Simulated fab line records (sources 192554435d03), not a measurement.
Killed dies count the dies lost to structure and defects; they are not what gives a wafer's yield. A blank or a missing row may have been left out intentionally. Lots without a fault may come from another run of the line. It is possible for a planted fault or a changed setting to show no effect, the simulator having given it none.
Split-lot study	flow n5_finfet	7 lots, 21 wafers read, on a route of 1938 steps

## THE SPLIT ITSELF
At N5_SDB_EXPOSE_08 (exposes mask SDB), the setting dose_mj was moved away from the recipe's 49.6 on 8 of the 21 wafers read, by -5.4% to +4.6%. All remaining wafers had this setting at the recipe value.

## FROM THE SPLIT TO THE READING: what the file shows between them, 2 steps
- N5_SDB_PEB_09: peb time 60 s
- N5_SDB_DEVELOP_10: develop time 30 s

## THE READING
Shown in nm: cd_nm at N5_SDB_CD_MEAS_11, with target cd 50 nm. On this fab line, fault-free wafers typically give 50.3 nm with a standard deviation of 1.3 nm.

wafer	tool, chamber at the split	dose_mj as run	against the recipe	cd_nm, nm	against lot-mates on the recipe
L077.1	arfi_scanner-01, 0	49.6	recipe	50.0	-
L077.4	arfi_scanner-01, 0	47.94	-3.3%	49.1	-1.1
L077.5	arfi_scanner-01, 0	49.6	recipe	50.4	-
L081.2	arfi_scanner-03, 0	47.53	-4.2%	43.3	-5.4
L081.4	arfi_scanner-03, 0	47.53	-4.2%	44.4	-4.3
L081.6	arfi_scanner-03, 0	49.6	recipe	48.7	-
L083.2	arfi_scanner-03, 0	46.92	-5.4%	44.1	-5.9
L083.5	arfi_scanner-03, 0	49.6	recipe	50.0	-
L083.6	arfi_scanner-03, 0	46.92	-5.4%	45.8	-4.2
L084.2	arfi_scanner-01, 0	49.6	recipe	48.4	-
L084.3	arfi_scanner-01, 0	49.6	recipe	48.6	-
L084.4	arfi_scanner-01, 0	49.6	recipe	48.7	-
L086.3	arfi_scanner-01, 0	49.6	recipe	50.3	-
L086.4	arfi_scanner-01, 0	49.6	recipe	50.0	-
L086.5	arfi_scanner-01, 0	48.63	-2.0%	50.1	+0.0
L089.1	arfi_scanner-03, 0	49.6	recipe	50.7	-
L089.5	arfi_scanner-03, 0	49.6	recipe	51.1	-
L089.6	arfi_scanner-03, 0	49.6	recipe	50.7	-
L097.1	arfi_scanner-03, 0	51.88	+4.6%	55.2	+7.1
L097.3	arfi_scanner-03, 0	49.6	recipe	48.1	-
L097.6	arfi_scanner-03, 0	51.88	+4.6%	56.8	+8.7

FIT RESULTS
A straight line over all 21 wafers: cd_nm changes by +1.09 nm for each +1% of dose_mj; r = +0.90; the points scatter about the line by 1.4 nm.
The same after taking each lot's own level away (the mean of its wafers on the recipe; 21 wafers): +1.2 nm for each +1%; r = +0.94; scatter 1.1 nm.
On that fit, the largest move of dose_mj shifts the reading by 6.5 nm.
Across the lots, their own levels run from 48.10 to 50.83 nm, a range of 2.1 times the standard deviation given above.
The two slopes are in agreement: the lot-to-lot level therefore moves the slope only a little.
Check: -5.86 nm against its lot-mates is what the line predicts for one of the wafers moved furthest among these (-5.4%) when that wafer is left out of the fit. Against them it came out at -5.9 nm.

## THESE WAFERS: OTHER SPLITS
Other splits were also applied to these wafers ahead of the reading. Each is held against what the fit with the lots' levels taken away leaves over:
other split on the same wafers	wafers away from the commonest value	r with cd_nm (lot level and that fit taken away)
N5_SD_EPI_N_ETCH_35 time_s	9	-0.06

## THE FILE'S OWN FIT
cd_nm changes by +1.07 nm for each +1% of dose_mj, r = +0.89.
